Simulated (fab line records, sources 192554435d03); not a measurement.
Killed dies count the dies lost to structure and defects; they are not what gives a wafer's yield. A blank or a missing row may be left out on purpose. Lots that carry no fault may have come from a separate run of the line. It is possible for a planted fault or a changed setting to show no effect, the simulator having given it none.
A struck lot beside a sound one :: flow n5-finfet :: 37 out of 1938 route steps
Sound: the wafers L752.1, L752.4, L752.6. Struck: wafer L755.3 (left out: L755.2, L755.6 of the same lot, which were not struck); the cause appears at the end.
For every step that has rows: the tool of each side, followed by ch and its chambers, followed by its first start. Under that, the readings that differ: sound wafers :: struck wafers :: difference of the means :: sigmas: that difference in standard deviations of wafers without a fault.
alike: words and numbers the same on both sides, and readings whose means are apart by under 2 such deviations; not compared: readings that were withheld, readings missing a value for some wafer, numbers with overlapping values and no deviation given by the record, and bounds like >300 which may hide the same value.
The two part at a step that has a row with sigmas, a row that says differs or no value, or rows on one side only. When numbers do not overlap yet have no deviation, they are printed without sigmas and do not part them. A reading that every wafer of one side lacks parts them only if that side has two wafers or more.

first, 8 steps without rows for these wafers: N5_BEOL_M0_ECD_118 (material Cu, target thk 300 nm); N5_BEOL_M0_ANNEAL_119 (time 90 s); N5_BEOL_M0_CMP_120 (polishes, stops on SiOC, t overpolish 6.9 s); N5_BEOL_M0_PRE_CLEAN_131 (time 15 s); N5_BEOL_M0_CO_CAP_123 (material Co, precursor CCTBA/H2, target thk 2 nm, time 102.1 s); N5_BEOL_M0_PRE_CLEAN_124 (time 15 s); N5_BEOL_M0_DEP_125 (deposits SiCN from 3MS/NH3, target thk 8 nm, time 14 s); N5_BEOL_M1_ILD_DEP_00 (deposits SiOC from DEMS/O2, target thk 79 nm, time 15.3 s).
N5_BEOL_M1_PECVD_72: deposits SiO2 from TEOS/O2, target thk 16 nm, time 18 s.
  sound on pecvd-04 ch 0,1, day 7 11:28; struck on pecvd-02 ch 2, day 7 13:31
reading: model.SiO2_of_BEOL_M1_PECVD_72.thk-nm (nm)
sound: 15.8 16 16
struck: 17.6
difference: +1.7
sigmas: 
  alike: heater-power-w, showerhead-plenum-p-Torr, throttle-valve-pct
  not compared: since-wet-clean-h
then, 25 steps without rows for these wafers: N5_BEOL_M1_HM_DEP_02 (deposits TiN, target thk 20 nm); N5_BEOL_M1_COAT_61 (time 60 s, resist thk 60 nm); N5_BEOL_M1_COAT_62 (time 60 s, resist thk 12 nm); N5_BEOL_M1_COAT_73 (time 60 s, resist thk 5 nm); N5_BEOL_M1_COAT_05 (resist thk 30 nm); N5_BEOL_M1_EBR_07; N5_BEOL_M1_SOFTBAKE_06 (time 60 s); N5_BEOL_M1_EXPOSE_08 (exposes mask M1); N5_BEOL_M1_PEB_09 (peb time 60 s); N5_BEOL_M1_DEVELOP_10 (develop time 30 s); N5_BEOL_M1_DESCUM_16 (chemistry O2, time 7 s); N5_BEOL_M1_ETCH_74 (etches underlayer in N2/H2, target depth 6.5 nm, time 5.2 s); N5_BEOL_M1_ETCH_63 (etches SiARC in CF4, target depth 15.6 nm, time 26 s); N5_BEOL_M1_ETCH_64 (etches SOC in N2/H2, target depth 75 nm, overetch 15 nm, time 112.5 s); N5_BEOL_M1_STRIP_65 (strips in N2/H2); N5_BEOL_M1_STRIP_75 (strips in N2/H2); N5_BEOL_M1_STRIP_66 (strips in CF4); N5_BEOL_M1_HM_OPEN_17 (chemistry Cl2/BCl3, target TiN, target depth 20 nm, overetch 6 nm); N5_BEOL_M1_STRIP_19 (strips in O2); N5_BEOL_M1_COAT_67 (time 60 s, resist thk 60 nm); N5_BEOL_M1_COAT_68 (time 60 s, resist thk 12 nm); N5_BEOL_M1_COAT_76 (time 60 s, resist thk 5 nm); N5_BEOL_M1_COAT_22 (resist thk 30 nm); N5_BEOL_M1_EBR_24; N5_BEOL_M1_SOFTBAKE_23 (time 60 s).
N5_BEOL_M1_HM_STRIP_39: strips TiN in peroxide tin strip, target depth 25 nm, time 158 s.
  sound on wet-bench-02 ch 0,4,5, day 7 14:04; struck on wet-bench-04 ch 1, day 7 19:24
reading: model.SiO2_of_BEOL_M1_PECVD_72.thk-nm (nm)
sound: 15.6 16 15.8
struck: 17.6
difference: +1.8
sigmas: 
N5_BEOL_M1_CMP_52: polishes, stops on SiOC, t overpolish 6.8 s, target thk 40 nm.
  sound on cmp-02 ch 0,1,3, day 7 17:57; struck on cmp-02 ch 1, day 7 22:49
reading: barrier-field-endpoint-s (s)
sound: 24.5 24.1 25.2
struck: 26.8
difference: +2.2
sigmas: +3

reading: retaining-ring-pressure-frac
sound: 0.996 1.003 1.010
struck: 0.989
difference: -0.014
sigmas: -3
  alike: motor-current-A, slurry-flow-ml-min
N5_BEOL_M4_RC_MEAS_101:
  sound on prober-01 ch 0, day 9 00:28; struck on prober-02 ch 0, day 9 11:54
reading: DIBL_N (mV/V)
sound: 37.5 38.5 37.6
struck: 33.7
difference: -4.2
sigmas: -2

reading: SS_N (mV/dec)
sound: 71.5 72.3 71.7
struck: 70.4
difference: -1.4
sigmas: -2
  alike: DIBL_P, IOFF_N, IOFF_P, ION_N, ION_P, SS_P, VT_N, VT_P

## WHERE THEY PART
At N5_BEOL_M1_CMP_52 first; at N5_BEOL_M4_RC_MEAS_101 last (within this record only).

WHY: the cause the simulator had injected
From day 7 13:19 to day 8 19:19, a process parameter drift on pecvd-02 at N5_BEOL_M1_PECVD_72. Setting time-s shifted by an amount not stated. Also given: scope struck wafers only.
